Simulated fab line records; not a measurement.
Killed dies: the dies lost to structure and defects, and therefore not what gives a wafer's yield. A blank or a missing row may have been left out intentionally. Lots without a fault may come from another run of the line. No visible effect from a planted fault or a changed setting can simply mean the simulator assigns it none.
fab line records -- flow n5Finfet
[record] lots = 7, wafers = 39
route steps=1938 shown FIN_SAQP@120 DUMMY_GATE@243 SD_EPI_P@321 HKMG_FIN@389 MOL_CONTACT_COAG@535 PASSIVATION@1936
startH: the number of hours between the record's first day and the start of the first shown wafer of the lot -- waitH: how many hours have passed since the lot's step before this one -- " repeats the value in the row above -- L1.1+2: a row that stands for several wafers -- - no value, or no start was given -- * or withheld: withheld -- < > ~ a bound
route shown NAME@n: NAME is a module with steps in the file, n the number in the route of the first one -- usual: the fault-free wafers' mean and standard deviation -- same: alike in all rows -- chamber/n: place in a boat -- sites: each site's reading -- _std_site: how widely they spread, as a standard deviation -- _edge_site: mean of outer sites minus mean of inner sites -- radiusMm: how far each site lies from the wafer's centre -- mask NAME#n: copy n -- behind: the tool/chamber that last shaped the wafer -- hold: why the lot went on hold/how many hours it stayed there/how the hold came to an end -- device: whichever transistor did not switch (one of n, p or np) -- end of line: tests run on the same wafers once the route is complete -- a step given without rows: its recipe and nothing more -- killed: dies lost to structure and defects at the first sort, not the wafer's yield -- map: per-die view of a wafer (x killed, . not killed, _ where there is no die)
set.NAME: the setting as run; set.NAME@STEP: as run at that earlier step -- model.NAME: the simulator's own value behind a step, which no gauge read
one table per step and one row per wafer, for lots whose settings were changed on purpose
[[steps]]
[step N5_FIN_SAQP_MANDREL_ETCH_22]
[recipe] targetDepthA = 600, chemistry = HBr/Cl2, target = a-Si, stopOn = SiNx, btTimeS = 10, overEtchFrac = 0.5, timeS = 30, pressureMtorr = 10, icpW = 800, biasW = 75, HBr_flow_sccm = 150, Cl2_flow_sccm = 80, ends = endPoint
[step N5_DUMMY_GATE_ETCH_31]
[recipe] chemistry = C4F6/O2, target = SiO2, maskMaterial = SOC, targetDepthA = 825, timeS = 27.5, ionEnergyEv = 250, pressureMtorr = 30, sourceW = 345, biasW = 185, Ar_flow_sccm = 300, C4F6_flow_sccm = 10, O2_flow_sccm = 10
[step N5_DUMMY_GATE_ETCH_42]
[recipe] chemistry = CHF3/O2, target = SiO2, targetDepthA = 35, timeS = 31, ionEnergyEv = 30, biasW = 12, pressureMtorr = 30, sourceW = 600, Ar_flow_sccm = 200, CHF3_flow_sccm = 50, O2_flow_sccm = 5
[step N5_SD_EPI_P_EPI_21]
[recipe] material = SiGe:B, dopant = B, tempC = 550, pressureTorr = 20, ambient = H2, timeS = 355
[step N5_HKMG_FIN_ALD_75]
[recipe] material = Al2O3, targetThkA = 10, tempC = 150, aldPrecursorFamily = TMA, aldCoReactant = H2O, pulseTimeS = withheld, coReactantPulseTimeS = 1
[step N5_HKMG_FIN_EXPOSE_46]
[recipe] maskId = NDIPOLE, na = 1.35, sourceShape = conventional, sigmaOuter = 0.8, polarization = unpolarized, doseMj = 40
[step N5_HKMG_FIN_ETCH_55]
[recipe] chemistry = N2/H2, target = SOC, targetDepthA = 2400, tempC = 40, timeS = 300, ionEnergyEv = 200, maskMaterial = SiARC, pressureMtorr = 30, sourceW = 840, biasW = 150, n2FlowSccm = 200, h2FlowSccm = 200
[step N5_HKMG_FIN_ETCH_86]
[recipe] chemistry = N2/H2, target = SOC, targetDepthA = 3932, stopOn = TiN, ionEnergyEv = 100, biasW = 61, pressureMtorr = 30, sourceW = 850, n2FlowSccm = 200, h2FlowSccm = 200
[step N5_MOL_CONTACT_COAG_CONTACT_ETCH_14]
[recipe] chemistry = C4F6/O2, target = SiO2, targetDepthA = 275, overetchA = 85, maskMaterial = SOC, pressureMtorr = 30, sourceW = 370, biasW = 185, Ar_flow_sccm = 300, C4F6_flow_sccm = 16, O2_flow_sccm = 10, timeS = 20, ionEnergyEv = 259.6
[step N5_MOL_CONTACT_COAG_ETCHBACK_136]
[recipe] chemistry = CHF3, target = SiO2, targetDepthA = 250, timeS = 16.7, ionEnergyEv = 200, pressureMtorr = 30, sourceW = 610, biasW = 170, Ar_flow_sccm = 200, CHF3_flow_sccm = 50
[step N5_PASSIVATION_PROBE_49]
[usual] defectLimitedYield = 91.3/1.4, killedAtFrontEnd = 37/11, sortNPass = 1077/17, sortYieldPct = 91.3/1.4
lot.wafer,tool,chamber,startH,waitH,set.overEtchFrac@FIN_SAQP_MANDREL_ETCH_22,set.targetDepthA@DUMMY_GATE_ETCH_31,set.biasW@DUMMY_GATE_ETCH_42,set.timeS@SD_EPI_P_EPI_21,set.targetThkA@HKMG_FIN_ALD_75,set.doseMj@HKMG_FIN_EXPOSE_46,set.h2FlowSccm@HKMG_FIN_ETCH_55,set.targetDepthA@HKMG_FIN_ETCH_86,set.sourceW@MOL_CONTACT_COAG_CONTACT_ETCH_14,set.targetDepthA@MOL_CONTACT_COAG_ETCHBACK_136,defectLimitedYield[%],killedAtFrontEnd,sortNPass,sortYieldPct[%]
L078.1,prober-01,-,319.80,0.0,0.5,825,12.84,389.2,10.53,40,200,4319,370,250,1.0,1120,12,1.0
L078.2,prober-01,-,319.85,0.1,0.5309,825,12,355,10.53,40,200,4319,370,281.9,0.5,1117,6,0.5
L078.3,prober-01,-,319.90,0.1,0.5,825,12,389.2,10,40,200,3932,370,250,92.4,48,1090,92.4
L078.4,prober-01,-,319.95,0.2,0.5309,825,12.84,355,10,40,200,3932,418,250,93.1,30,1099,93.1
L078.5,prober-01,-,320.00,0.2,0.5309,825,12,389.2,10.53,40,200,3932,418,281.9,92.7,38,1094,92.7
L078.6,prober-01,-,320.05,0.3,0.5,825,12.84,355,10,40,200,4319,418,281.9,0.8,1123,10,0.8
L082.1,prober-01,-,322.39,0.1,0.5273,825,12,355,10,40,213.5,3932,370,225.5,91.2,32,1076,91.2
L082.2,prober-01,-,322.44,0.2,0.5,825,12,318.5,11.05,40,200,3615,370,225.5,91.9,36,1084,91.9
L082.3,prober-01,-,322.49,0.2,0.5,825,14.15,355,10,42.22,213.5,3615,370,225.5,92.8,38,1095,92.8
L082.4,prober-01,-,322.54,0.3,0.5273,921.9,14.15,318.5,10,42.22,200,3615,370,250,91.7,32,1082,91.7
L082.5,prober-01,-,322.59,0.3,0.5,921.9,14.15,355,11.05,40,200,3932,370,250,93.3,23,1101,93.3
L082.6,prober-01,-,322.64,0.4,0.5273,921.9,12,318.5,11.05,42.22,213.5,3932,370,250,94.5,27,1115,94.5
L081.1,prober-01,-,323.32,0.0,0.4654,825,12,315.3,10.71,42.17,215.7,3932,370,250,93.7,20,1106,93.7
L081.2,prober-01,-,323.37,0.1,0.5,825,12,315.3,10.71,40,200,4374,370,250,0.1,1123,1,0.1
L081.3,prober-01,-,323.42,0.1,0.5,784.4,12,315.3,10,42.17,200,4374,370,232.6,1.9,1091,22,1.9
L081.4,prober-01,-,323.47,0.2,0.4654,825,12,355,10,40,215.7,4374,370,250,0.3,1116,3,0.3
L081.5,prober-01,-,323.52,0.2,0.5,784.4,12,355,10.71,40,215.7,3932,370,232.6,91.8,35,1083,91.8
L081.6,prober-01,-,323.57,0.3,0.4654,784.4,12,355,10,42.17,200,3932,370,232.6,92.1,46,1087,92.1
L080.1,prober-02,-,329.43,0.0,0.486,825,12,355,9.237,40,200,4150,370,250,20.4,878,241,20.4
L080.2,prober-02,-,329.48,0.1,0.5,772.4,12,355,10,37.9,200,3932,370,250,90.3,42,1066,90.3
L080.3,prober-02,-,329.53,0.1,0.486,772.4,12,355,9.237,37.9,200,4150,370,250,15.0,935,177,15.0
L080.4,prober-02,-,329.58,0.2,0.486,825,12,355,10,40,200,3932,370,250,88.9,49,1049,88.9
L080.5,prober-02,-,329.63,0.2,0.5,772.4,12,355,10,40,200,4150,370,250,20.1,892,237,20.1
L080.6,prober-02,-,329.68,0.3,0.5,825,12,355,9.237,37.9,200,3932,370,250,90.3,39,1065,90.3
L083.1,prober-01,-,332.93,0.0,0.5,825,12,355,8.697,41.76,190.1,4150,370,267.4,4.9,1037,58,4.9
L083.2,prober-01,-,332.98,0.1,0.5,825,12,375.6,10,41.76,200,3932,309.8,250,90.2,55,1064,90.2
L083.3,prober-01,-,333.03,0.1,0.5,825,12.83,375.6,8.697,41.76,190.1,3932,370,250,90.4,50,1067,90.4
L083.4,prober-01,-,333.08,0.2,0.5,825,12.83,375.6,8.697,40,200,4150,309.8,267.4,23.0,832,271,23.0
L083.5,prober-01,-,333.13,0.2,0.5,825,12.83,355,10,40,190.1,4150,309.8,250,23.2,836,274,23.2
L083.6,prober-01,-,333.18,0.3,0.5,825,12,355,10,40,200,3932,370,267.4,89.4,41,1054,89.3
L089.1,prober-02,-,367.12,0.0,0.5,825,12,355,10,40,200,3932,370,250,90.9,42,1073,90.9
L089.2,prober-02,-,367.17,0.1,0.5,825,12,355,10,40,200,3932,370,250,89.9,46,1061,89.9
L089.4,prober-02,-,367.27,0.2,0.5,825,12,355,10,40,200,3932,370,250,90.4,39,1067,90.4
L094.1,prober-02,-,409.66,0.0,0.5,737.7,10.68,355,10.38,41.69,200,4095,370,250,17.7,886,209,17.7
L094.2,prober-02,-,409.71,0.1,0.5,825,12,355,10,41.69,200,3932,301.4,232.3,89.2,47,1053,89.2
L094.3,prober-02,-,409.76,0.1,0.5,737.7,12,355,10,40,189.5,4095,370,232.3,44.8,568,529,44.8
L094.4,prober-02,-,409.81,0.2,0.5,737.7,10.68,355,10.38,40,189.5,4095,301.4,232.3,50.5,504,596,50.5
L094.5,prober-02,-,409.86,0.2,0.5,825,12,355,10.38,40,200,3932,370,250,89.7,40,1059,89.7
L094.6,prober-02,-,409.91,0.3,0.5,825,10.68,355,10,41.69,189.5,3932,301.4,250,90.8,33,1072,90.8
// killed by level:class
L078.1 HKMG_FIN:areaEtch=1088 FIN_SAQP:geometricParticle:open=8 BEOL_M0_SAQP:geometricParticle:short=8 MOL_CONTACT_COAG:geometricParticle:open=6 BEOL_M1:geometricParticle:open=6 BEOL_M2:geometricParticle:open=6 BEOL_M3:geometricParticle:open=6 DUMMY_GATE:geometricParticle:open=5
L078.2 HKMG_FIN:areaEtch=1100 BEOL_M0_SAQP:geometricParticle:open=9 MOL_CONTACT_COAG:geometricParticle:open=8 BEOL_M2:geometricParticle:open=8 BEOL_M0_SAQP:geometricParticle:short=6 BEOL_M1:geometricParticle:open=6 GATE_CUT:geometricParticle:short=4 BEOL_M4:geometricParticle:open=4
L078.3 FIN_SAQP:geometricParticle:open=15 FIN_SAQP:geometricParticle:short=10 MOL_CONTACT_COAG:geometricParticle:open=9 STI_FIN_REVEAL:geometricParticle:open=8 BEOL_M4:geometricParticle:open=7 BEOL_M0_SAQP:geometricParticle:open=5 BEOL_M0_SAQP:geometricParticle:short=5 MOL_CONTACT_COAG:geometricParticle:short=4
L078.4 FIN_SAQP:geometricParticle:open=8 MOL_CONTACT_COAG:geometricParticle:open=8 BEOL_M0_SAQP:geometricParticle:open=8 BEOL_M3:geometricParticle:open=7 FIN_SAQP:geometricParticle:short=6 STI_FIN_REVEAL:geometricParticle:open=6 BEOL_M2:geometricParticle:open=6 GATE_CUT:geometricParticle:short=4
L078.5 STI_FIN_REVEAL:geometricParticle:open=8 BEOL_M4:geometricParticle:open=8 FIN_SAQP:geometricParticle:open=7 FIN_SAQP:geometricParticle:short=6 BEOL_M0_SAQP:geometricParticle:short=6 BEOL_M1:geometricParticle:open=6 BEOL_M2:geometricParticle:open=5 BEOL_M3:geometricParticle:open=5
L078.6 HKMG_FIN:areaEtch=1085 MOL_CONTACT_COAG:geometricParticle:open=12 FIN_SAQP:geometricParticle:open=10 FIN_SAQP:geometricParticle:short=10 STI_FIN_REVEAL:geometricParticle:open=7 BEOL_M0_SAQP:geometricParticle:open=6 BEOL_M2:geometricParticle:open=6 BEOL_M3:geometricParticle:open=4
L082.1 BEOL_M1:geometricParticle:open=14 MOL_CONTACT_COAG:geometricParticle:open=11 MOL_CONTACT_COAG:geometricParticle:short=10 DUMMY_GATE:geometricParticle:open=8 BEOL_M3:geometricParticle:open=5 BEOL_M0_SAQP:geometricParticle:short=5 BEOL_M4:geometricParticle:short=5 BEOL_M4:geometricParticle:open=5
L082.2 MOL_CONTACT_COAG:geometricParticle:open=17 FIN_SAQP:geometricParticle:open=10 BEOL_M0_SAQP:geometricParticle:open=8 STI_FIN_REVEAL:geometricParticle:open=7 BEOL_M0_SAQP:geometricParticle:short=7 DUMMY_GATE:geometricParticle:open=5 BEOL_M4:geometricParticle:open=5 GATE_CUT:geometricParticle:open=4
L082.3 DUMMY_GATE:geometricParticle:open=9 BEOL_M1:geometricParticle:open=9 FIN_SAQP:geometricParticle:open=8 BEOL_M0_SAQP:geometricParticle:open=8 MOL_CONTACT_COAG:geometricParticle:open=5 BEOL_M5:geometricParticle:open=5 FIN_SAQP:geometricParticle:short=4 BEOL_M4:geometricParticle:open=4
L082.4 MOL_CONTACT_COAG:geometricParticle:open=21 BEOL_M0_SAQP:geometricParticle:open=8 BEOL_M4:geometricParticle:open=8 STI_FIN_REVEAL:geometricParticle:open=7 DUMMY_GATE:geometricParticle:open=6 MOL_CONTACT_COAG:geometricParticle:short=5 FIN_SAQP:geometricParticle:open=4 FIN_SAQP:geometricParticle:short=4
L082.5 MOL_CONTACT_COAG:geometricParticle:open=10 FIN_SAQP:geometricParticle:open=9 BEOL_M0_SAQP:geometricParticle:open=9 BEOL_M0_SAQP:geometricParticle:short=8 BEOL_M4:geometricParticle:open=8 BEOL_M2:geometricParticle:open=4 BEOL_M1:geometricParticle:open=4 GATE_CUT:geometricParticle:open=3
L082.6 BEOL_M0_SAQP:geometricParticle:short=11 FIN_SAQP:geometricParticle:open=10 BEOL_M1:geometricParticle:open=7 MOL_CONTACT_COAG:geometricParticle:open=5 BEOL_M3:geometricParticle:open=4 STARTING-WAFER:geometricParticle:open=4 FIN_SAQP:geometricParticle:short=3 BEOL_M2:geometricParticle:open=3
L081.1 FIN_SAQP:geometricParticle:open=8 BEOL_M0_SAQP:geometricParticle:short=8 MOL_CONTACT_COAG:geometricParticle:open=6 BEOL_M3:geometricParticle:open=6 BEOL_M0_SAQP:geometricParticle:open=5 MOL_CONTACT_COAG:geometricParticle:short=4 BEOL_M2:geometricParticle:open=4 FIN_SAQP:geometricParticle:short=3
L081.2 HKMG_FIN:areaEtch=1081 FIN_SAQP:geometricParticle:open=11 DUMMY_GATE:geometricParticle:open=8 BEOL_M0_SAQP:geometricParticle:short=8 BEOL_M1:geometricParticle:open=7 FIN_SAQP:geometricParticle:short=6 BEOL_M2:geometricParticle:open=6 BEOL_M3:geometricParticle:open=6
L081.3 HKMG_FIN:areaEtch=1041 FIN_SAQP:geometricParticle:open=23 MOL_CONTACT_COAG:geometricParticle:open=13 BEOL_M3:geometricParticle:open=11 BEOL_M2:geometricParticle:open=8 BEOL_M0_SAQP:geometricParticle:short=7 DUMMY_GATE:geometricParticle:open=5 FIN_SAQP:geometricParticle:short=5
L081.4 HKMG_FIN:areaEtch=1071 FIN_SAQP:geometricParticle:open=20 MOL_CONTACT_COAG:geometricParticle:open=12 BEOL_M3:geometricParticle:open=10 FIN_CUT:geometricParticle:open=5 BEOL_M2:geometricParticle:open=5 BEOL_M4:geometricParticle:open=5 STARTING-WAFER:geometricParticle:short=5
L081.5 MOL_CONTACT_COAG:geometricParticle:open=14 BEOL_M2:geometricParticle:open=9 BEOL_M3:geometricParticle:open=9 BEOL_M0_SAQP:geometricParticle:short=7 STI_FIN_REVEAL:geometricParticle:open=6 DUMMY_GATE:geometricParticle:open=5 STARTING-WAFER:geometricParticle:open=4 FIN_SAQP:geometricParticle:open=3
L081.6 FIN_SAQP:geometricParticle:open=18 MOL_CONTACT_COAG:geometricParticle:open=13 FIN_SAQP:geometricParticle:short=9 BEOL_M0_SAQP:geometricParticle:short=6 BEOL_M4:geometricParticle:open=4 STARTING-WAFER:geometricParticle:short=4 FIN_CUT:geometricParticle:short=3 BEOL_M3:geometricParticle:open=3
L080.1 HKMG_FIN:areaEtch=826 STI_FIN_REVEAL:geometricParticle:open=18 FIN_SAQP:geometricParticle:open=10 BEOL_M0_SAQP:geometricParticle:short=10 BEOL_M0_SAQP:geometricParticle:open=10 FIN_SAQP:geometricParticle:short=8 MOL_CONTACT_COAG:geometricParticle:open=5 BEOL_M5:geometricParticle:open=5
L080.2 STI_FIN_REVEAL:geometricParticle:open=21 BEOL_M0_SAQP:geometricParticle:short=20 BEOL_M0_SAQP:geometricParticle:open=12 MOL_CONTACT_COAG:geometricParticle:open=9 BEOL_M2:geometricParticle:open=6 BEOL_M1:geometricParticle:open=4 BEOL_M1:geometricParticle:short=4 BEOL_M4:geometricParticle:open=4
L080.3 HKMG_FIN:areaEtch=894 STI_FIN_REVEAL:geometricParticle:open=16 MOL_CONTACT_COAG:geometricParticle:open=10 BEOL_M4:geometricParticle:open=9 BEOL_M0_SAQP:geometricParticle:open=7 BEOL_M3:geometricParticle:open=6 FIN_SAQP:geometricParticle:open=5 GATE_CUT:geometricParticle:short=5
L080.4 BEOL_M0_SAQP:geometricParticle:short=21 BEOL_M0_SAQP:geometricParticle:open=16 FIN_SAQP:geometricParticle:open=10 STI_FIN_REVEAL:geometricParticle:open=9 MOL_CONTACT_COAG:geometricParticle:open=9 FIN_SAQP:geometricParticle:short=7 BEOL_M1:geometricParticle:open=7 STARTING-WAFER:geometricParticle:open=6
L080.5 HKMG_FIN:areaEtch=852 STI_FIN_REVEAL:geometricParticle:open=14 BEOL_M2:geometricParticle:open=8 FIN_SAQP:geometricParticle:open=7 BEOL_M0_SAQP:geometricParticle:short=7 MOL_CONTACT_COAG:geometricParticle:open=6 BEOL_M4:geometricParticle:open=6 BEOL_M1:geometricParticle:short=5
L080.6 BEOL_M0_SAQP:geometricParticle:open=19 STI_FIN_REVEAL:geometricParticle:open=16 MOL_CONTACT_COAG:geometricParticle:open=12 BEOL_M0_SAQP:geometricParticle:short=12 FIN_SAQP:geometricParticle:open=6 BEOL_M0:geometricParticle:short=5 BEOL_M3:geometricParticle:open=4 STARTING-WAFER:geometricParticle:short=4
L083.1 HKMG_FIN:areaEtch=1000 BEOL_M0_SAQP:geometricParticle:open=15 BEOL_M0_SAQP:geometricParticle:short=13 GATE_CUT:geometricParticle:short=10 MOL_CONTACT_COAG:geometricParticle:open=9 BEOL_M2:geometricParticle:open=8 FIN_SAQP:geometricParticle:open=7 BEOL_M3:geometricParticle:open=7
L083.2 STI_FIN_REVEAL:geometricParticle:open=14 MOL_CONTACT_COAG:geometricParticle:open=10 BEOL_M2:geometricParticle:open=9 BEOL_M0_SAQP:geometricParticle:open=8 FIN_SAQP:geometricParticle:short=7 FIN_SAQP:geometricParticle:open=7 STI_FIN_REVEAL:geometricParticle:short=5 BEOL_M5:geometricParticle:open=5
L083.3 BEOL_M2:geometricParticle:open=10 STI_FIN_REVEAL:geometricParticle:open=8 ILD0:geometricParticle:open=8 BEOL_M0_SAQP:geometricParticle:open=7 ILD0:geometricParticle:short=7 BEOL_M0_SAQP:geometricParticle:short=7 STI_FIN_REVEAL:geometricParticle:short=6 BEOL_M1:geometricParticle:open=6
L083.4 HKMG_FIN:areaEtch=796 FIN_SAQP:geometricParticle:open=15 BEOL_M0_SAQP:geometricParticle:short=12 BEOL_M0_SAQP:geometricParticle:open=11 MOL_CONTACT_COAG:geometricParticle:open=10 BEOL_M2:geometricParticle:open=10 BEOL_M5:geometricParticle:open=8 FIN_SAQP:geometricParticle:short=5
L083.5 HKMG_FIN:areaEtch=800 FIN_SAQP:geometricParticle:open=10 MOL_CONTACT_COAG:geometricParticle:open=9 BEOL_M3:geometricParticle:open=9 FIN_SAQP:geometricParticle:short=8 BEOL_M0_SAQP:geometricParticle:open=8 GATE_CUT:geometricParticle:short=7 BEOL_M0_SAQP:geometricParticle:short=6
L083.6 MOL_CONTACT_COAG:geometricParticle:open=18 BEOL_M0_SAQP:geometricParticle:short=12 FIN_SAQP:geometricParticle:short=9 BEOL_M0_SAQP:geometricParticle:open=9 FIN_SAQP:geometricParticle:open=8 MOL_CONTACT_COAG:geometricParticle:short=8 STI_FIN_REVEAL:geometricParticle:open=6 BEOL_M1:geometricParticle:open=6
L089.1 BEOL_M1:geometricParticle:open=11 STI_FIN_REVEAL:geometricParticle:open=9 MOL_CONTACT_COAG:geometricParticle:open=9 ILD0:geometricParticle:open=6 FIN_SAQP:geometricParticle:open=5 MOL_CONTACT_COAG:geometricParticle:short=5 BEOL_M0_SAQP:geometricParticle:open=5 GATE_CUT:geometricParticle:short=4
L089.2 BEOL_M1:geometricParticle:open=17 MOL_CONTACT_COAG:geometricParticle:open=12 FIN_SAQP:geometricParticle:open=10 BEOL_M0_SAQP:geometricParticle:short=10 FIN_SAQP:geometricParticle:short=9 STI_FIN_REVEAL:geometricParticle:open=6 BEOL_M0_SAQP:geometricParticle:open=6 GATE_CUT:geometricParticle:open=5
L089.4 FIN_SAQP:geometricParticle:open=12 FIN_SAQP:geometricParticle:short=7 MOL_CONTACT_COAG:geometricParticle:open=7 BEOL_M1:geometricParticle:open=7 BEOL_M5:geometricParticle:open=7 BEOL_M0_SAQP:geometricParticle:open=5 BEOL_M2:geometricParticle:open=5 BEOL_M4:geometricParticle:open=5
L094.1 HKMG_FIN:areaEtch=849 MOL_CONTACT_COAG:geometricParticle:open=12 BEOL_M0_SAQP:geometricParticle:short=12 FIN_SAQP:geometricParticle:open=11 BEOL_M2:geometricParticle:open=10 BEOL_M3:geometricParticle:open=10 BEOL_M4:geometricParticle:open=9 STARTING-WAFER:geometricParticle:open=6
L094.2 FIN_SAQP:geometricParticle:short=12 MOL_CONTACT_COAG:geometricParticle:open=12 BEOL_M4:geometricParticle:open=12 FIN_SAQP:geometricParticle:open=10 BEOL_M0_SAQP:geometricParticle:open=10 BEOL_M2:geometricParticle:open=10 BEOL_M1:geometricParticle:open=8 GATE_CUT:geometricParticle:short=6
L094.3 HKMG_FIN:areaEtch=527 MOL_CONTACT_COAG:geometricParticle:open=10 BEOL_M0_SAQP:geometricParticle:open=10 FIN_SAQP:geometricParticle:short=9 BEOL_M2:geometricParticle:open=9 BEOL_M3:geometricParticle:open=9 BEOL_M4:geometricParticle:open=9 STI_FIN_REVEAL:geometricParticle:open=8
L094.4 HKMG_FIN:areaEtch=486 MOL_CONTACT_COAG:geometricParticle:open=15 BEOL_M2:geometricParticle:open=12 BEOL_M0_SAQP:geometricParticle:short=8 BEOL_M1:geometricParticle:open=7 GATE_CUT:geometricParticle:short=6 BEOL_M3:geometricParticle:open=6 BEOL_M4:geometricParticle:open=6
L094.5 MOL_CONTACT_COAG:geometricParticle:open=13 BEOL_M0_SAQP:geometricParticle:open=11 BEOL_M1:geometricParticle:open=8 FIN_SAQP:geometricParticle:short=7 GATE_CUT:geometricParticle:short=7 BEOL_M2:geometricParticle:open=7 BEOL_M3:geometricParticle:open=7 GATE_CUT:geometricParticle:open=6
L094.6 BEOL_M0_SAQP:geometricParticle:open=10 BEOL_M0_SAQP:geometricParticle:short=9 BEOL_M3:geometricParticle:open=9 MOL_CONTACT_COAG:geometricParticle:open=8 FIN_SAQP:geometricParticle:open=7 FIN_SAQP:geometricParticle:short=6 BEOL_M1:geometricParticle:open=5 BEOL_M2:geometricParticle:open=5
[[key]]
[split] step = N5_FIN_SAQP_MANDREL_ETCH_22, setting = overEtchFrac, statedAs = 0.5
response none clear
[split] step = N5_DUMMY_GATE_ETCH_31, setting = targetDepthA, statedAs = 825
response none clear
[split] step = N5_DUMMY_GATE_ETCH_42, setting = biasW, statedAs = 12
response none clear
[split] step = N5_SD_EPI_P_EPI_21, setting = timeS, statedAs = 355
response none clear
[split] step = N5_HKMG_FIN_ALD_75, setting = targetThkA, statedAs = 10
response none clear
[split] step = N5_HKMG_FIN_EXPOSE_46, setting = doseMj, statedAs = 40
response none clear
[split] step = N5_HKMG_FIN_ETCH_55, setting = h2FlowSccm, statedAs = 200
response none clear
[split] step = N5_HKMG_FIN_ETCH_86, setting = targetDepthA, statedAs = 3932
[response] step = N5_PASSIVATION_PROBE_49, reading = killedAtFrontEnd, slope = +88.1, per = 1%, togetherWith = all, explained = 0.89
[response] step = N5_PASSIVATION_PROBE_49, reading = sortYieldPct, slope = -7.45, per = 1%, togetherWith = all, explained = 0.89
[response] step = N5_PASSIVATION_PROBE_49, reading = sortNPass, slope = -87.9, per = 1%, togetherWith = all, explained = 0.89
[response] step = N5_PASSIVATION_PROBE_49, reading = defectLimitedYield, slope = -7.45, per = 1%, togetherWith = all, explained = 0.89
[split] step = N5_MOL_CONTACT_COAG_CONTACT_ETCH_14, setting = sourceW, statedAs = 370
response none clear
[split] step = N5_MOL_CONTACT_COAG_ETCHBACK_136, setting = targetDepthA, statedAs = 250
response none clear
